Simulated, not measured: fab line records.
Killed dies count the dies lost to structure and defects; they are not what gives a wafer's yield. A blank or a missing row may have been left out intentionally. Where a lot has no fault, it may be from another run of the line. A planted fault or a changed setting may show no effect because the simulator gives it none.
2 desks looking at one fault | flow n5 finfet | every desk sees just its own numbers, and what lay behind them comes last

== THE TOOL OWNER'S DESK: litho track-04 ==
The tool's own readings at N5_BEOL_M15_COAT_58 (time 60 s, resist thk 89 nm): means of the sampled wafers that have a number, for each lot that ran on this tool. If a lot's mean is further than 4 standard deviations from the usual mean, the lot is out of limits and carries the mark OUT (the distance appears in the brackets).
Columns: A = heater power total W at N5_BEOL_M15_COAT_58, usual 391.8 W; B = spin speed rpm at N5_BEOL_M15_COAT_58, usual 1500.1 rpm
lot  | first seen here | A     | B
L425 | day 12 00:02    | 391.8 | 1499.8
L427 | day 12 02:35    | 391.3 | 1499.8
L424 | day 12 04:50    | 391.1 | 1498.7
L428 | day 12 21:55    | 392.5 | 1362.0 (-99 or more) OUT
L431 | day 13 14:44    | 391.3 | 1360.3 (-99 or more) OUT
L440 | day 16 05:44    | 391.0 | 1500.2
L442 | day 16 17:44    | 392.3 | 1500.0
This desk's verdict: out of limits on L428, L431, starting with L428 at day 12 21:55 (spin speed rpm at N5_BEOL_M15_COAT_58). L425, L427, L424, L440, L442: within limits.

== THE METROLOGY DESK ==
Lot by lot, what the gauges showed, no matter which tool ran the lot: averages of those sampled wafers that carry a number. If a lot's mean is further than 4 standard deviations from the usual mean, the lot is out of limits and carries the mark OUT (the distance appears in the brackets).
Columns: A = M14_RS at N5_BEOL_M14_RS_MEAS_54, usual 0.0333 ohm/sq; B = cd nm at N5_BEOL_M15_CD_MEAS_10, usual 360.8 nm
lot  | first seen here | A      | B
L423 | day 11 23:26    | 0.0336 | 362.2
L425 | day 11 23:42    | 0.0330 | 361.0
L427 | day 12 02:14    | 0.0333 | 359.4
L424 | day 12 04:29    | 0.0330 | 359.6
L428 | day 12 21:34    | 0.0334 | 361.1
L429 | day 13 06:39    | 0.0332 | 363.7
L431 | day 13 14:16    | 0.0331 | 360.2
L434 | day 14 07:08    | 0.0333 | 360.9
L437 | day 15 08:02    | 0.0334 | 361.3
L438 | day 15 15:37    | 0.0336 | 359.1
L440 | day 16 05:23    | 0.0330 | 361.7
L442 | day 16 17:24    | 0.0332 | 361.1
Result from this desk: across the 12 lots, nothing is out of limits.

== PUT TOGETHER ==
An alarm could have come from the tool owner's desk at day 12 21:55, on L428, L431.
Nothing out of limits was seen by the metrology desk.
The metrology desk has L428, L431 on record, within its limits.
The lots listed all ran N5_BEOL_M15_COAT_58 on litho track-04.

== WHAT HAD BEEN PUT IN BY THE SIMULATOR ==
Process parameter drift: litho track-04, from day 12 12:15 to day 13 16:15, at N5_BEOL_M15_COAT_58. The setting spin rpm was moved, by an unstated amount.
Struck lots among those shown: L428, L431.
How many hours passed from the start of the fault until each desk's first out-of-limits reading: the tool owner's desk, 10.
